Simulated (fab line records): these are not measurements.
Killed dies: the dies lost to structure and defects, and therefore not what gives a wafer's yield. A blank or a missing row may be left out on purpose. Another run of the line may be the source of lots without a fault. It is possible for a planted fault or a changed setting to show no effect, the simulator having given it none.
Lot-split experiment    flow n5_finfet    21 wafers read from 7 lots, route of 1938 steps

## THE SPLIT ITSELF
At N5_BEOL_M13_COAT_58 (time 60 s, resist thk 89 nm), the setting spin_rpm was moved away from the recipe's 1500 rpm on 7 of the 21 wafers read, by -11.0% to +10.9%. For the rest of the wafers, this setting stayed at what the recipe calls for.

## FROM THE SPLIT TO THE READING: what the file shows between them, 3 steps
- N5_BEOL_M13_COAT_04: resist thk 400 nm
- N5_BEOL_M13_EBR_06
- N5_BEOL_M13_DESCUM_15: chemistry O2, time 7.9 s

## THE READING
etch.depth_nm (the simulator's own value, which no gauge read), in nm, at N5_BEOL_M13_ETCH_59 (etches BARC in N2/H2, target depth 89 nm, overetch 26.7 nm, time 67.9 s). The file gives no usual value for it. Average 88.84 nm, standard deviation 0.33 nm, over the 14 wafers here run with the recipe.

wafer   tool, chamber at the split  spin_rpm as run, rpm  against the recipe  etch.depth_nm, nm  against lot-mates on the recipe
L076.1  litho_track-01, 0           1664                  +10.9%              84.5               -4.56
L076.2  litho_track-01, 0           1500                  recipe              89.14              -
L076.4  litho_track-01, 0           1500                  recipe              88.99              -
L078.2  litho_track-02, 0           1500                  recipe              88.43              -
L078.3  litho_track-02, 0           1500                  recipe              88.4               -
L078.5  litho_track-02, 0           1500                  recipe              88.5               -
L086.1  litho_track-01, 0           1500                  recipe              88.43              -
L086.3  litho_track-01, 0           1432                  -4.5%               90.95              +2.44
L086.6  litho_track-01, 0           1500                  recipe              88.59              -
L085.4  litho_track-02, 0           1500                  recipe              88.81              -
L085.5  litho_track-02, 0           1500                  recipe              88.93              -
L085.6  litho_track-02, 0           1335                  -11.0%              94.23              +5.36
L093.2  litho_track-01, 0           1500                  recipe              88.89              -
L093.4  litho_track-01, 0           1500                  recipe              89.56              -
L093.6  litho_track-01, 0           1500                  recipe              89.21              -
L092.1  litho_track-05, 0           1356                  -9.6%               93.44              +4.72
L092.2  litho_track-05, 0           1356                  -9.6%               93.5               +4.78
L092.5  litho_track-05, 0           1500                  recipe              88.72              -
L096.2  litho_track-05, 0           1385                  -7.7%               92.53              +3.44
L096.3  litho_track-05, 0           1385                  -7.7%               92.53              +3.44
L096.4  litho_track-05, 0           1500                  recipe              89.09              -

THE FIT
A straight line over all 21 wafers: etch.depth_nm changes by -0.459 nm for each +1% of spin_rpm; r = -0.99; the points scatter about the line by 0.34 nm.
The same after taking each lot's own level away (the mean of its wafers on the recipe; 21 wafers): -0.464 nm for each +1%; r = -1.00; scatter 0.21 nm.
The reading moves by 5.1 nm for the largest change in spin_rpm, on that fit.
The span of the lots' own levels, 88.443 to 89.220 nm, comes to 2.3 times the standard deviation stated above.
The two slopes are in agreement: the lot-to-lot level therefore moves the slope only a little.
Check: for one of the wafers moved furthest among these (-11.0%), held out of the fit, the line's prediction against its lot-mates is +5.12 nm. It came out at +5.36 nm against them.

## THE WHOLE CHAIN: every reading that the file lists as answering this split, in the file's order
step                  what it does                                                             reading                                                                           change (the file's fit)                r (the file's)
N5_BEOL_M13_COAT_58   time 60 s, resist thk 89 nm                                              BARC_of_BEOL_M13_COAT_58.thk_nm (the simulator's own value, which no gauge read)  -0.463 nm for each +1% of the setting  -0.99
N5_BEOL_M13_ETCH_59   etches BARC in N2/H2, target depth 89 nm, overetch 26.7 nm, time 67.9 s  etch.depth_nm (the simulator's own value, which no gauge read)                    -0.466 nm for each +1% of the setting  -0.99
N5_BEOL_M13_STRIP_64  strips in N2/H2                                                          strip_time_to_endpoint_s                                                          withheld for each +1% of the setting   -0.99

## FILE'S OWN FIT
etch.depth_nm changes by -0.466 nm for each +1% of spin_rpm, r = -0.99.
